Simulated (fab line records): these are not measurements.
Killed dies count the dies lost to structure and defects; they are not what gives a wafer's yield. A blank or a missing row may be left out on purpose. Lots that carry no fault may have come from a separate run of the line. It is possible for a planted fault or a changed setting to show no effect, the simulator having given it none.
fab line records ; flow n5-finfet
record: lots: 7; wafers: 21
route steps=1938 shown BEOL_M2@851 BEOL_M4@1053 BEOL_M5@1120 BEOL_M6@1221 BEOL_M7@1270
start-h: hours from the record's opening day to when the first of the lot's shown wafers began ; wait-h: hours from the lot's prior step to this one ; " unchanged from the row above ; L1.1+2: a single row standing in for several wafers ; - no value present, or no start provided ; * or withheld: withheld ; < > ~ a bound
route shown NAME@n: names a module that has steps shown in the file, with the first one's number in the route ; usual: mean/standard deviation taken from wafers without a fault ; same: alike in all rows ; chamber/n: place in a boat ; sites: per-site readings ; _std_site: how widely they spread, as a standard deviation ; _edge_site: mean of outer sites minus mean of inner sites ; radius-mm: how far each site lies from the wafer's centre ; mask NAME#n: copy n ; behind: the most recent tool/chamber to have shaped the wafer ; hold: what put the lot on hold/how long, in hours/how the hold closed ; device: whichever transistor did not switch (one of n, p or np) ; end of line: at the end of the route, the tests of the same wafers ; a step without rows: its recipe alone ; killed: at the first sort, the dies lost to defects and structure; wafer yield is something else ; map: a wafer's dies, marking killed ones x, the rest . and places with no die _
set.NAME: the setting the step ran with; set.NAME@STEP: the setting that earlier step ran with ; model.NAME: the simulator's own value behind a step, which no gauge read
lots with deliberately changed settings; one table per step, one row per wafer
== steps ==
step: N5_BEOL_M2_EXPOSE_08
recipe: mask-id: M2; na: 0.33; source-shape: dipole; sigma-inner: 0.369; sigma-outer: 0.767; polarization: unpolarized; dose-mj: 41.25
lot.wafer;tool;chamber;start-h;wait-h;mask;set.dose-mj
L084.3+4+5;euv-scanner-01;0;206.10;-;M2#0;41.25
L087.1+5;euv-scanner-01;0;231.92;-;M2#0;39.02
L087.6;euv-scanner-01;0;231.92;-;M2#0;41.25
L088.1+4;euv-scanner-02;0;236.21;-;M2#0;41.25
L088.5;euv-scanner-02;0;236.21;-;M2#0;42.75
L090.1+2+5;euv-scanner-01;0;244.55;-;M2#0;41.25
L093.2+4;euv-scanner-01;0;260.19;-;M2#0;41.25
L093.5;euv-scanner-01;0;260.19;-;M2#0;43.89
L096.3+5+6;euv-scanner-02;0;266.36;-;M2#0;41.25
L095.1;euv-scanner-02;0;271.21;-;M2#0;39
L095.2+5;euv-scanner-02;0;271.21;-;M2#0;41.25
step: N5_BEOL_M2_PEB_09
recipe: peb-temp-c: 100; peb-time-s: 60; resist: CAR-EUV
step: N5_BEOL_M2_DEVELOP_10
recipe: develop-time-s: 30; developer: TMAH; resist: CAR-EUV; rinse-liquid: surfactant-rinse; dry: air-spin; dev-temp-c: 23
step: N5_BEOL_M2_CD_MEAS_11
recipe: target-cd-nm: 16.79; landing-energy-ev: 500; detector: se-inlens; polarity: opening
usual: cd-nm: 16.96/0.24
lot.wafer;tool;chamber;start-h;wait-h;set.dose-mj@BEOL_M2_EXPOSE_08;cd-nm
L084.3;cd-sem-03;0;206.22;-;41.25;17.18
L084.4;cd-sem-03;0;206.22;-;41.25;16.96
L084.5;cd-sem-03;0;206.22;-;41.25;16.83
L087.1;cd-sem-01;0;232.05;-;39.02;15.65
L087.5;cd-sem-01;0;232.05;-;39.02;15.57
L087.6;cd-sem-01;0;232.05;-;41.25;17.06
L088.1;cd-sem-03;0;236.34;-;41.25;17.19
L088.4;cd-sem-03;0;236.34;-;41.25;16.86
L088.5;cd-sem-03;0;236.34;-;42.75;17.76
L090.1;cd-sem-01;0;244.68;-;41.25;17.19
L090.2;cd-sem-01;0;244.68;-;41.25;17.13
L090.5;cd-sem-01;0;244.68;-;41.25;17.42
L093.2;cd-sem-01;0;260.32;-;41.25;16.87
L093.4;cd-sem-01;0;260.32;-;41.25;16.83
L093.5;cd-sem-01;0;260.32;-;43.89;18.22
L096.3;cd-sem-03;0;266.48;-;41.25;17.11
L096.5;cd-sem-03;0;266.48;-;41.25;16.90
L096.6;cd-sem-03;0;266.48;-;41.25;16.82
L095.1;cd-sem-02;0;271.34;-;39;15.81
L095.2;cd-sem-02;0;271.34;-;41.25;17.01
L095.5;cd-sem-02;0;271.34;-;41.25;16.88
step: N5_BEOL_M2_DESCUM_16
recipe: chemistry: O2; time-s: 7; source-power-w: 50; bias-power-w: 20; pressure-mtorr: 20; rf-frequency-hz: 2.712e+07; temp-c: 40; resist: CAR-EUV; o2-flow-sccm: 225
step: N5_BEOL_M2_ETCH_74
recipe: chemistry: N2/H2; target: underlayer; target-depth-a: 65; mask-material: CAR-EUV; time-s: 5.2; ion-energy-ev: 200; pressure-mtorr: 30; source-w: 840; bias-w: 150; n2-flow-sccm: 200; h2-flow-sccm: 200; ends: cleared
lot.wafer;tool;chamber;start-h;wait-h;set.dose-mj@BEOL_M2_EXPOSE_08;model.BEOL_M2.cd-offset-nm
L084.3;rie-diel-03;0;206.46;0.0;41.25;0.4
L084.4+5;rie-diel-03;3,2;206.46;0.0;41.25;0.2
L087.1;rie-diel-03;3;232.21;0.0;39.02;-1.2
L087.5;rie-diel-03;3;232.21;0.0;39.02;-1.4
L087.6;rie-diel-03;0;232.21;0.0;41.25;0
L088.1;rie-diel-03;3;236.50;0.0;41.25;0.2
L088.4;rie-diel-03;0;236.50;0.0;41.25;0
L088.5;rie-diel-03;0;236.50;0.0;42.75;0.4
L090.1;rie-diel-01;0;244.90;0.0;41.25;0.6
L090.2;rie-diel-01;1;244.90;0.0;41.25;0.4
L090.5;rie-diel-01;0;244.90;0.0;41.25;0.8
L093.2;rie-diel-01;0;260.47;0.0;41.25;0.6
L093.4;rie-diel-01;3;260.47;0.0;41.25;0
L093.5;rie-diel-01;3;260.47;0.0;43.89;1.2
L096.3+6;rie-diel-01;3,1;266.64;0.0;41.25;0
L096.5;rie-diel-01;0;266.64;0.0;41.25;0.4
L095.1;rie-diel-01;0;271.55;0.0;39;-0.4
L095.2+5;rie-diel-01;2;271.55;0.0;41.25;0.4
step: N5_BEOL_M2_ETCH_63
recipe: chemistry: CF4; target: SiARC; target-depth-a: 156; mask-material: CAR-EUV; time-s: 26; ion-energy-ev: 80; pressure-mtorr: 40; source-w: 545; bias-w: 36; Ar_flow_sccm: 100; cf4-flow-sccm: 100; ends: cleared
lot.wafer;tool;chamber;start-h;wait-h;set.spin-rpm@BEOL_M2_COAT_62;set.dose-mj@BEOL_M2_EXPOSE_08;model.etch.depth-nm;model.BEOL_M2.cd-offset-nm
L084.3;rie-diel-03;0;206.48;0.0;1500;41.25;11.94;0.4
L084.4;rie-diel-03;3;206.48;0.0;1500;41.25;11.91;0
L084.5;rie-diel-03;2;206.48;0.0;1500;41.25;11.95;0.2
L087.1;rie-diel-03;3;232.23;0.0;1569;39.02;11.73;-1.2
L087.5;rie-diel-03;3;232.23;0.0;1500;39.02;11.96;-1.6
L087.6;rie-diel-03;0;232.23;0.0;1500;41.25;11.98;0.2
L088.1;rie-diel-03;3;236.52;0.0;1500;41.25;12.01;0
L088.4;rie-diel-03;0;236.52;0.0;1500;41.25;12.02;0.2
L088.5;rie-diel-03;0;236.52;0.0;1500;42.75;11.97;0.6
L090.1;rie-diel-01;0;244.92;0.0;1344;41.25;12.65;0.6
L090.2;rie-diel-01;1;244.92;0.0;1344;41.25;12.68;0.4
L090.5;rie-diel-01;0;244.92;0.0;1500;41.25;12.02;0.6
L093.2;rie-diel-01;0;260.49;0.0;1500;41.25;12.03;0.6
L093.4;rie-diel-01;3;260.49;0.0;1389;41.25;12.54;0.4
L093.5;rie-diel-01;3;260.49;0.0;1389;43.89;12.51;1.6
L096.3;rie-diel-01;3;266.66;0.0;1500;41.25;11.97;0.2
L096.5;rie-diel-01;0;266.66;0.0;1500;41.25;12.01;0.4
L096.6;rie-diel-01;1;266.66;0.0;1500;41.25;12;0
L095.1;rie-diel-01;0;271.56;0.0;1500;39;11.97;-0.6
L095.2;rie-diel-01;2;271.56;0.0;1666;41.25;11.38;0.2
L095.5;rie-diel-01;2;271.56;0.0;1500;41.25;11.97;0.2
step: N5_BEOL_M4_EXPOSE_25
recipe: mask-id: V3; na: 0.33; source-shape: quasar; sigma-inner: 0.2; sigma-outer: 0.8; polarization: unpolarized; defocus-nm: 5; dose-mj: 63
lot.wafer;tool;chamber;start-h;wait-h;mask;set.dose-mj
L084.3+5;euv-scanner-02;0;251.75;-;V3#0;63
L084.4;euv-scanner-02;0;251.75;-;V3#0;66.23
L090.1+5;euv-scanner-02;0;305.95;-;V3#0;59.69
L090.2;euv-scanner-02;0;305.95;-;V3#0;63
L087.1+6;euv-scanner-01;0;306.13;-;V3#0;63
L087.5;euv-scanner-01;0;306.13;-;V3#0;60.35
L088.1;euv-scanner-01;0;308.10;-;V3#0;63
L088.4+5;euv-scanner-01;0;308.10;-;V3#0;67.55
L096.3+5+6;euv-scanner-01;0;351.57;-;V3#0;63
L093.2+4;euv-scanner-01;0;351.66;-;V3#0;63
L093.5;euv-scanner-01;0;351.66;-;V3#0;60.05
L095.1+2;euv-scanner-01;0;358.99;-;V3#0;61.2
L095.5;euv-scanner-01;0;358.99;-;V3#0;63
step: N5_BEOL_M4_PEB_26
recipe: peb-temp-c: 100; peb-time-s: 60; resist: CAR-EUV
step: N5_BEOL_M4_DEVELOP_27
recipe: develop-time-s: 30; developer: TMAH; resist: CAR-EUV; rinse-liquid: surfactant-rinse; dry: air-spin; dev-temp-c: 23
step: N5_BEOL_M4_CD_MEAS_28
recipe: target-cd-nm: 26.2; landing-energy-ev: 500; detector: se-inlens; target-cd-y-nm: 24.1; polarity: opening
usual: cd-nm: 26.13/0.27
lot.wafer;tool;chamber;start-h;wait-h;set.dose-mj@BEOL_M4_EXPOSE_25;cd-nm
L084.3;cd-sem-01;0;251.88;-;63;25.94
L084.4;cd-sem-01;0;251.88;-;66.23;26.61
L084.5;cd-sem-01;0;251.88;-;63;25.85
L090.1;cd-sem-01;0;306.09;-;59.69;24.95
L090.2;cd-sem-01;0;306.09;-;63;26.22
L090.5;cd-sem-01;0;306.09;-;59.69;24.88
L087.1;cd-sem-02;0;306.28;-;63;26.44
L087.5;cd-sem-02;0;306.28;-;60.35;25.05
L087.6;cd-sem-02;0;306.28;-;63;26.29
L088.1;cd-sem-02;0;308.25;-;63;26.25
L088.4;cd-sem-02;0;308.25;-;67.55;27.51
L088.5;cd-sem-02;0;308.25;-;67.55;27.89
L096.3;cd-sem-02;0;351.70;-;63;26.27
L096.5;cd-sem-02;0;351.70;-;63;26.45
L096.6;cd-sem-02;0;351.70;-;63;26.27
L093.2;cd-sem-02;0;351.80;-;63;26.04
L093.4;cd-sem-02;0;351.80;-;63;26.35
L093.5;cd-sem-02;0;351.80;-;60.05;25.41
L095.1;cd-sem-03;0;359.13;-;61.2;25.62
L095.2;cd-sem-03;0;359.13;-;61.2;25.38
L095.5;cd-sem-03;0;359.13;-;63;26.22
step: N5_BEOL_M4_ALD_98
recipe: material: SiO2; target-thk-a: 25; temp-c: 100; ald-precursor-family: BDEAS; ald-co-reactant: O2-plasma; pulse-time-s: 1; co-reactant-pulse-time-s: 1; purge-time-s: 2; co-reactant-purge-time-s: 2; ald-cycles: 17; pressure-torr: 2
lot.wafer;tool;chamber;start-h;wait-h;set.ald-cycles;model.SiO2_of_BEOL_M4_ALD_98.thk-nm
L084.3+4;ald-sin-03;1,3;252.14;0.1;17;2.6
L084.5;ald-sin-03;0;252.14;0.1;17;2.4
L090.1;ald-sin-03;2;306.35;0.1;17;2.6
L090.2+5;ald-sin-03;0,2;306.35;0.1;20;3
L087.1;ald-sin-03;2;306.53;0.1;17;2.4
L087.5+6;ald-sin-03;1,0;306.53;0.1;18;2.6
L088.1+4+5;ald-sin-04;2,3,1;308.67;0.1;17;2.6
L096.3+5+6;ald-sin-01;1,2,3;352.37;0.2;17;2.4
L093.2;ald-sin-01;2;352.46;0.2;17;2.6
L093.4+5;ald-sin-01;3,1;352.46;0.2;19;2.8
L095.1+2;ald-sin-03;1,3;359.39;0.1;17;2.6
L095.5;ald-sin-03;3;359.39;0.1;17;2.4
step: N5_BEOL_M5_COAT_05
recipe: resist: CAR-EUV; spin-rpm: 1500; resist-thk-nm: 30
lot.wafer;tool;chamber;start-h;wait-h;set.spin-rpm;model.CAR-EUV_of_BEOL_M5_COAT_05.thk-nm
L084.3+5;litho-track-04;0;-;-;1619;29
L084.4;litho-track-04;0;-;-;1500;30.2
L090.1+2+5;litho-track-04;0;-;-;1430;30.6
L087.1+5;litho-track-03;0;-;-;1626;28.8
L087.6;litho-track-03;0;-;-;1500;30
L088.1+4+5;litho-track-05;0;-;-;1500;30
L096.3+6;litho-track-05;0;-;-;1500;30
L096.5;litho-track-05;0;-;-;1500;29.8
L093.2+4;litho-track-05;0;-;-;1553;29.4
L093.5;litho-track-05;0;-;-;1500;29.8
L095.1;litho-track-04;0;-;-;1444;30.8
L095.2+5;litho-track-04;0;-;-;1500;30.2
step: N5_BEOL_M6_COAT_22
recipe: resist: CAR-EUV; spin-rpm: 1500; resist-thk-nm: 30
lot.wafer;tool;chamber;start-h;wait-h;set.spin-rpm;model.CAR-EUV_of_BEOL_M6_COAT_22.thk-nm
L084.3+4;litho-track-03;0;-;-;1500;30
L084.5;litho-track-03;0;-;-;1416;30.8
L090.1;litho-track-03;0;-;-;1500;30
L090.2+5;litho-track-03;0;-;-;1377;31.2
L088.1;litho-track-01;0;-;-;1500;30
L088.4+5;litho-track-01;0;-;-;1344;31.8
L087.1+5+6;litho-track-03;0;-;-;1500;30
L096.3+6;litho-track-01;0;-;-;1500;30
L096.5;litho-track-01;0;-;-;1500;30.2
L093.2+4;litho-track-03;0;-;-;1500;30
L093.5;litho-track-03;0;-;-;1338;31.8
L095.1+2;litho-track-03;0;-;-;1500;30
L095.5;litho-track-03;0;-;-;1442;30.6
step: N5_BEOL_M6_EXPOSE_25
recipe: mask-id: V5; na: 0.33; source-shape: annular; sigma-inner: 0.4; sigma-outer: 0.8; polarization: unpolarized; target-cd-nm: 40; dose-mj: 45
lot.wafer;tool;chamber;start-h;wait-h;mask;set.dose-mj
L084.3+4+5;euv-scanner-02;0;330.25;-;V5#0;45
L090.1+2;euv-scanner-01;0;350.71;-;V5#0;45.88
L090.5;euv-scanner-01;0;350.71;-;V5#0;45
L088.1+4;euv-scanner-02;0;376.23;-;V5#0;47.97
L088.5;euv-scanner-02;0;376.23;-;V5#0;45
L087.1+5;euv-scanner-01;0;376.41;-;V5#0;46.58
L087.6;euv-scanner-01;0;376.41;-;V5#0;45
L096.3+5+6;euv-scanner-02;0;387.53;-;V5#0;45
L093.2+5;euv-scanner-01;0;403.40;-;V5#0;45
L093.4;euv-scanner-01;0;403.40;-;V5#0;42.12
L095.1+2+5;euv-scanner-01;0;404.97;-;V5#0;45
step: N5_BEOL_M6_PEB_26
recipe: peb-temp-c: 100; peb-time-s: 60; resist: CAR-EUV
step: N5_BEOL_M6_DEVELOP_27
recipe: develop-time-s: 30; developer: TMAH; resist: CAR-EUV; rinse-liquid: surfactant-rinse; dry: air-spin; dev-temp-c: 23
step: N5_BEOL_M6_CD_MEAS_28
recipe: target-cd-nm: 40; landing-energy-ev: 500; detector: se-inlens
usual: cd-nm: 39.93/0.24
lot.wafer;tool;chamber;start-h;wait-h;set.dose-mj@BEOL_M6_EXPOSE_25;cd-nm
L084.3;cd-sem-02;0;330.38;-;45;39.29
L084.4;cd-sem-02;0;330.38;-;45;40.13
L084.5;cd-sem-02;0;330.38;-;45;40.18
L090.1;cd-sem-02;0;350.84;-;45.88;40.28
L090.2;cd-sem-02;0;350.84;-;45.88;40.52
L090.5;cd-sem-02;0;350.84;-;45;39.75
L088.1;cd-sem-02;0;376.37;-;47.97;41.23
L088.4;cd-sem-02;0;376.37;-;47.97;41.36
L088.5;cd-sem-02;0;376.37;-;45;39.70
L087.1;cd-sem-02;0;376.54;-;46.58;40.51
L087.5;cd-sem-02;0;376.54;-;46.58;40.59
L087.6;cd-sem-02;0;376.54;-;45;40.21
L096.3;cd-sem-02;0;387.65;-;45;40.19
L096.5;cd-sem-02;0;387.65;-;45;39.81
L096.6;cd-sem-02;0;387.65;-;45;40.53
L093.2;cd-sem-02;0;403.53;-;45;40.12
L093.4;cd-sem-02;0;403.53;-;42.12;38.03
L093.5;cd-sem-02;0;403.53;-;45;39.69
L095.1;cd-sem-03;0;405.10;-;45;39.77
L095.2;cd-sem-03;0;405.10;-;45;39.85
L095.5;cd-sem-03;0;405.10;-;45;39.91
step: N5_BEOL_M6_DESCUM_33
recipe: chemistry: O2; time-s: 7; source-power-w: 50; bias-power-w: 20; pressure-mtorr: 20; rf-frequency-hz: 2.712e+07; temp-c: 40; resist: CAR-EUV; o2-flow-sccm: 225
lot.wafer;tool;chamber;start-h;wait-h;set.spin-rpm@BEOL_M6_COAT_22;set.dose-mj@BEOL_M6_EXPOSE_25;model.CAR-EUV_of_BEOL_M6_COAT_22.thk-nm;model.BEOL_M6.cd-nm
L084.3;rie-diel-01;3;330.50;0.0;1500;45;26;40
L084.4;rie-diel-01;2;330.50;0.0;1500;45;26.2;39.8
L084.5;rie-diel-01;2;330.50;0.0;1416;45;27;40
L090.1;rie-diel-01;0;350.96;0.0;1500;45.88;26;40.6
L090.2;rie-diel-01;1;350.96;0.0;1377;45.88;27.4;40.6
L090.5;rie-diel-01;1;350.96;0.0;1377;45;27.4;40
L088.1;rie-diel-04;2;376.49;0.0;1500;47.97;26.2;41.4
L088.4;rie-diel-04;1;376.49;0.0;1344;47.97;27.8;41.2
L088.5;rie-diel-04;1;376.49;0.0;1344;45;27.8;39.6
L087.1+5;rie-diel-01;0,1;376.98;0.4;1500;46.58;26.2;40.8
L087.6;rie-diel-01;0;376.98;0.4;1500;45;26;40
L096.3;rie-diel-01;3;387.78;0.0;1500;45;26.2;40.4
L096.5+6;rie-diel-01;1,2;387.78;0.0;1500;45;26.2;40
L093.2;rie-diel-04;2;403.80;0.2;1500;45;26.2;39.4
L093.4;rie-diel-04;0;403.80;0.2;1500;42.12;26;38.4
L093.5;rie-diel-04;2;403.80;0.2;1338;45;28;39.6
L095.1;rie-diel-04;2;405.34;0.1;1500;45;26;39.6
L095.2;rie-diel-04;1;405.34;0.1;1500;45;26;39.8
L095.5;rie-diel-04;1;405.34;0.1;1442;45;26.6;39.8
step: N5_BEOL_M6_ETCH_72
recipe: chemistry: N2/H2; target: underlayer; target-depth-a: 65; mask-material: CAR-EUV; time-s: 5.2; ion-energy-ev: 200; pressure-mtorr: 30; source-w: 840; bias-w: 150; n2-flow-sccm: 200; h2-flow-sccm: 200; ends: cleared
step: N5_BEOL_M6_ETCH_65
recipe: chemistry: CF4; target: SiARC; target-depth-a: 156; mask-material: CAR-EUV; time-s: 26; ion-energy-ev: 80; pressure-mtorr: 40; source-w: 545; bias-w: 36; Ar_flow_sccm: 100; cf4-flow-sccm: 100; ends: cleared
lot.wafer;tool;chamber;start-h;wait-h;set.dose-mj@BEOL_M6_EXPOSE_25;model.BEOL_M6.cd-nm
L084.3;rie-diel-01;3;330.55;0.0;45;40.2
L084.4+5;rie-diel-01;2;330.55;0.0;45;40
L090.1;rie-diel-01;0;351.01;0.0;45.88;40.8
L090.2;rie-diel-01;1;351.01;0.0;45.88;40.2
L090.5;rie-diel-01;1;351.01;0.0;45;39.8
L088.1+4;rie-diel-04;2,1;376.54;0.0;47.97;41.2
L088.5;rie-diel-04;1;376.54;0.0;45;39.6
L087.1;rie-diel-01;0;377.04;0.0;46.58;41
L087.5;rie-diel-01;1;377.04;0.0;46.58;40.6
L087.6;rie-diel-01;0;377.04;0.0;45;40.2
L096.3;rie-diel-01;3;387.83;0.0;45;40.4
L096.5;rie-diel-01;1;387.83;0.0;45;39.8
L096.6;rie-diel-01;2;387.83;0.0;45;40
L093.2;rie-diel-04;2;403.85;0.0;45;39.4
L093.4;rie-diel-04;0;403.85;0.0;42.12;38.4
L093.5;rie-diel-04;2;403.85;0.0;45;39.6
L095.1+2+5;rie-diel-04;2,1,1;405.39;0.0;45;39.8
step: N5_BEOL_M7_COAT_05
recipe: resist: CAR-ArF; spin-rpm: 1500; resist-thk-nm: 90
lot.wafer;tool;chamber;start-h;wait-h;set.spin-rpm;model.CAR-ArF_of_BEOL_M7_COAT_05.thk-nm
L084.3;litho-track-02;0;-;-;1500;90
L084.4;litho-track-02;0;-;-;1365;94.6
L084.5;litho-track-02;0;-;-;1365;94.4
L090.1;litho-track-05;0;-;-;1407;92.8
L090.2;litho-track-05;0;-;-;1500;89.8
L090.5;litho-track-05;0;-;-;1500;90
L088.1;litho-track-02;0;-;-;1500;89.6
L088.4;litho-track-02;0;-;-;1418;92.6
L088.5;litho-track-02;0;-;-;1418;92.2
L087.1+6;litho-track-04;0;-;-;1500;89.8
L087.5;litho-track-04;0;-;-;1397;93.2
L096.3;litho-track-02;0;-;-;1500;89.6
L096.5;litho-track-02;0;-;-;1500;90
L096.6;litho-track-02;0;-;-;1500;89.8
L093.2;litho-track-05;0;-;-;1500;89.8
L093.4;litho-track-05;0;-;-;1500;90
L093.5;litho-track-05;0;-;-;1500;90.2
L095.1;litho-track-04;0;-;-;1500;89.6
L095.2;litho-track-04;0;-;-;1661;85.6
L095.5;litho-track-04;0;-;-;1500;90.4
step: N5_BEOL_M7_EBR_07
recipe: solvent: PGMEA; ebr-width-mm: 1.5
step: N5_BEOL_M7_SOFTBAKE_06
recipe: temp-c: 110; time-s: 60; resist: CAR-ArF
step: N5_BEOL_M7_DESCUM_16
recipe: chemistry: O2; time-s: 7.9; source-power-w: 50; bias-power-w: 20; pressure-mtorr: 20; rf-frequency-hz: 2.712e+07; temp-c: 40; resist: CAR-ArF; o2-flow-sccm: 225
lot.wafer;tool;chamber;start-h;wait-h;set.spin-rpm@BEOL_M7_COAT_05;model.CAR-ArF_of_BEOL_M7_COAT_05.thk-nm
L084.3;rie-diel-06;1;338.01;0.0;1500;83.4
L084.4;rie-diel-06;2;338.01;0.0;1365;88
L084.5;rie-diel-06;2;338.01;0.0;1365;87.8
L090.1;rie-diel-02;0;368.81;0.0;1407;86.4
L090.2+5;rie-diel-02;3;368.81;0.0;1500;83.6
L088.1;rie-diel-06;2;382.03;0.1;1500;83.2
L088.4;rie-diel-06;0;382.03;0.1;1418;86
L088.5;rie-diel-06;2;382.03;0.1;1418;85.6
L087.1+6;rie-diel-02;1,0;383.06;0.0;1500;83.4
L087.5;rie-diel-02;1;383.06;0.0;1397;86.8
L096.3;rie-diel-02;1;393.23;0.0;1500;83.2
L096.5;rie-diel-02;1;393.23;0.0;1500;83.6
L096.6;rie-diel-02;2;393.23;0.0;1500;83.4
L093.2+4;rie-diel-06;1,3;410.60;0.3;1500;83.2
L093.5;rie-diel-06;1;410.60;0.3;1500;83.6
L095.1;rie-diel-05;0;411.97;0.0;1500;83.2
L095.2;rie-diel-05;3;411.97;0.0;1661;78.8
L095.5;rie-diel-05;2;411.97;0.0;1500;83.8
step: N5_BEOL_M7_ETCH_61
recipe: chemistry: CF4; target: SiARC; target-depth-a: 455; mask-material: CAR-ArF; time-s: 75.8; ion-energy-ev: 80; pressure-mtorr: 40; source-w: 545; bias-w: 36; Ar_flow_sccm: 100; cf4-flow-sccm: 100; ends: cleared
usual: etch-rf-on-time-s: 76.9/2.4; rf-vpp-V: 184.3/1.3
lot.wafer;tool;chamber;start-h;wait-h;set.source-w;set.spin-rpm@BEOL_M7_COAT_05;etch-rf-on-time-s;rf-vpp-V;model.CAR-ArF_of_BEOL_M7_COAT_05.thk-nm
L084.3;rie-diel-06;1;338.04;0.0;609;1500;70.6;179.1;50.8
L084.4;rie-diel-06;2;338.04;0.0;609;1365;68.9;176.2;55.6
L084.5;rie-diel-06;2;338.04;0.0;545;1365;76.1;183.5;55.2
L090.1;rie-diel-02;0;368.85;0.0;545;1407;75.9;186.1;53.6
L090.2;rie-diel-02;3;368.85;0.0;545;1500;80.6;183.9;50.6
L090.5;rie-diel-02;3;368.85;0.0;518.2;1500;83.6;185.5;50.8
L088.1;rie-diel-06;2;382.06;0.0;545;1500;74.0;182.9;50.6
L088.4;rie-diel-06;0;382.06;0.0;545;1418;78.2;184.9;53.4
L088.5;rie-diel-06;2;382.06;0.0;635.1;1418;64.9;173.6;53.2
L087.1;rie-diel-02;1;383.10;0.0;545;1500;79.7;184.2;51
L087.5;rie-diel-02;1;383.10;0.0;545;1397;80.3;186.5;54.4
L087.6;rie-diel-02;0;383.10;0.0;600.8;1500;69.0;179.4;50.8
L096.3;rie-diel-02;1;393.27;0.0;545;1500;80.9;185.8;50.4
L096.5;rie-diel-02;1;393.27;0.0;545;1500;80.2;185.6;50.8
L096.6;rie-diel-02;2;393.27;0.0;545;1500;77.8;186.7;50.6
L093.2;rie-diel-06;1;410.63;0.0;573.9;1500;72.4;181.2;50.6
L093.4;rie-diel-06;3;410.63;0.0;545;1500;71.9;184.6;50.8
L093.5;rie-diel-06;1;410.63;0.0;573.9;1500;72.6;182.2;51
L095.1;rie-diel-05;0;412.00;0.0;590.2;1500;71.7;177.3;50.6
L095.2;rie-diel-05;3;412.00;0.0;590.2;1661;71.0;179.1;46.2
L095.5;rie-diel-05;2;412.00;0.0;590.2;1500;71.2;179.4;51.2
== key ==
split: step: N5_BEOL_M2_EXPOSE_08; setting: dose-mj; stated: 41.25; by: wafer
response: step: N5_BEOL_M2_CD_MEAS_11; reading: cd-nm; change: +0.225; per: 1%; r: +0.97
response: step: N5_BEOL_M2_ETCH_74; reading: model.BEOL_M2.cd-offset-nm; change: +0.161; per: 1%; r: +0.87
response: step: N5_BEOL_M2_ETCH_63; reading: model.BEOL_M2.cd-offset-nm; change: +0.193; per: 1%; r: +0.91
split: step: N5_BEOL_M4_EXPOSE_25; setting: dose-mj; stated: 63; by: wafer
response: step: N5_BEOL_M4_CD_MEAS_28; reading: cd-nm; change: +0.21; per: 1%; r: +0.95
split: step: N5_BEOL_M4_ALD_98; setting: ald-cycles; stated: 17; by: wafer
response: step: N5_BEOL_M4_ALD_98; reading: model.SiO2_of_BEOL_M4_ALD_98.thk-nm; change: +0.0219; per: 1%; r: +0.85
split: step: N5_BEOL_M5_COAT_05; setting: spin-rpm; stated: 1500; by: wafer
response: step: N5_BEOL_M5_COAT_05; reading: model.CAR-EUV_of_BEOL_M5_COAT_05.thk-nm; change: -0.145; per: 1%; r: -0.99
split: step: N5_BEOL_M6_COAT_22; setting: spin-rpm; stated: 1500; by: wafer
response: step: N5_BEOL_M6_COAT_22; reading: model.CAR-EUV_of_BEOL_M6_COAT_22.thk-nm; change: -0.162; per: 1%; r: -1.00
response: step: N5_BEOL_M6_DESCUM_33; reading: model.CAR-EUV_of_BEOL_M6_COAT_22.thk-nm; change: -0.166; per: 1%; r: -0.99
split: step: N5_BEOL_M6_EXPOSE_25; setting: dose-mj; stated: 45; by: wafer
response: step: N5_BEOL_M6_CD_MEAS_28; reading: cd-nm; change: +0.248; per: 1%; r: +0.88
response: step: N5_BEOL_M6_DESCUM_33; reading: model.BEOL_M6.cd-nm; change: +0.221; per: 1%; r: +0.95
response: step: N5_BEOL_M6_ETCH_65; reading: model.BEOL_M6.cd-nm; change: +0.209; per: 1%; r: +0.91
split: step: N5_BEOL_M7_COAT_05; setting: spin-rpm; stated: 1500; by: wafer
response: step: N5_BEOL_M7_COAT_05; reading: model.CAR-ArF_of_BEOL_M7_COAT_05.thk-nm; change: -0.463; per: 1%; r: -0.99
response: step: N5_BEOL_M7_DESCUM_16; reading: model.CAR-ArF_of_BEOL_M7_COAT_05.thk-nm; change: -0.468; per: 1%; r: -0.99
response: step: N5_BEOL_M7_ETCH_61; reading: model.CAR-ArF_of_BEOL_M7_COAT_05.thk-nm; change: -0.477; per: 1%; r: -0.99
split: step: N5_BEOL_M7_ETCH_61; setting: source-w; stated: 545; by: wafer
response: step: N5_BEOL_M7_ETCH_61; reading: etch-rf-on-time-s; change: *; per: 1%; r: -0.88
response: step: N5_BEOL_M7_ETCH_61; reading: rf-vpp-V; change: -0.559; per: 1%; r: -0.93
split outside-this-file step=N5_BEOL_M2_COAT_62 setting=spin-rpm
split outside-this-file: this setting was split too, and the file shows its column; the key of that split is in another file
